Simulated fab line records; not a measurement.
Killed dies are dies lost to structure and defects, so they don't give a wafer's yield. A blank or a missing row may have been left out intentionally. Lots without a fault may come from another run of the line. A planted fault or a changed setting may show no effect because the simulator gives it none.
Matching of chambers | flow n5_finfet | N5_HKMG_FIN_ALD_79 on ald_metal-01 has 4 sister chambers
The step deposits TiN, target thk 1.5 nm, pulse time 1 s, purge time 3 s. 14 wafers are shown with their chamber, then 7 later ones without.

## EACH WAFER AND ITS CHAMBER
wafer  | chamber | heater_power_w (W) | precursor_pulse_height_rel | chamber_pressure_Torr (Torr)
L074.2 | 3       | 863                | 1.004                      | 2.995
L074.4 | 1       | 933                | 1.011                      | 3.002
L074.6 | 1       | 916                | 0.995                      | 2.997
L082.3 | 3       | 883                | 1.027                      | 3.000
L082.5 | 0       | 984                | 0.982                      | 2.992
L082.6 | 1       | 971                | 1.010                      | 2.998
L083.3 | 2       | 904                | 1.007                      | 3.006
L083.4 | 1       | 921                | 1.009                      | 3.003
L083.6 | 1       | 904                | 1.022                      | 3.008
L085.2 | 3       | 845                | 1.048                      | 3.007
L085.3 | 1       | 943                | 1.002                      | 3.002
L085.6 | 3       | 871                | 1.003                      | 3.008
L087.2 | 2       | 904                | 1.001                      | 2.996
L087.4 | 1       | 966                | 1.008                      | 2.997

SIGNATURES, as means of the wafers listed above
reading                    | chamber 0 | chamber 1 | chamber 2 | chamber 3 | scatter within a chamber
heater_power_w             | 984.00    | 936.29    | 904.00    | 865.50    | 21.4
precursor_pulse_height_rel | 0.98200   | 1.00814   | 1.00400   | 1.02050   | 0.0135
chamber_pressure_Torr      | 2.99200   | 3.00100   | 3.00100   | 3.00250   | 0.00509
Rule: for each reading, subtract the chamber's mean from the wafer's reading, divide by that reading's scatter and square the result; add these up over the readings and take the root, which gives the wafer's distance from the chamber. If the next closest chamber is less than 2 further off than the closest, the wafer can't be placed; otherwise it belongs to the closest. The scatter: take each reading less its chamber's mean, square it, sum over the shown wafers, divide by the number of wafers less the number of chambers, and take the root.

## WAFERS WITH NO CHAMBER GIVEN
wafer  | heater_power_w (W) | precursor_pulse_height_rel | chamber_pressure_Torr (Torr)
L087.6 | 854                | 0.996                      | 2.999
L088.2 | 980                | 1.044                      | 2.998
L088.4 | 899                | 0.951                      | 2.997
L088.6 | 858                | 1.006                      | 2.989
L090.2 | 939                | 1.027                      | 2.999
L090.4 | 867                | 1.017                      | 2.987
L090.6 | 1006               | 0.997                      | 2.995

## WHICH CHAMBER EACH WENT THROUGH
wafer  | from the rows above               | in truth
L087.6 | can't be placed: 3 or 2 or 1      | 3
L088.2 | can't be placed: 1 or 2 or 0      | 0
L088.4 | can't be placed: 2 or 1 or 0 or 3 | 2
L088.6 | can't be placed: 3 or 2 or 1      | 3
L090.2 | can't be placed: 1 or 2           | 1
L090.4 | can't be placed: 3 or 2 or 1      | 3
L090.6 | can't be placed: 0 or 1           | 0
Correctly placed: 0 of 7. Unplaceable from these rows: 7, with the true chamber sitting among the candidates in 7. Placed wrongly: 0.
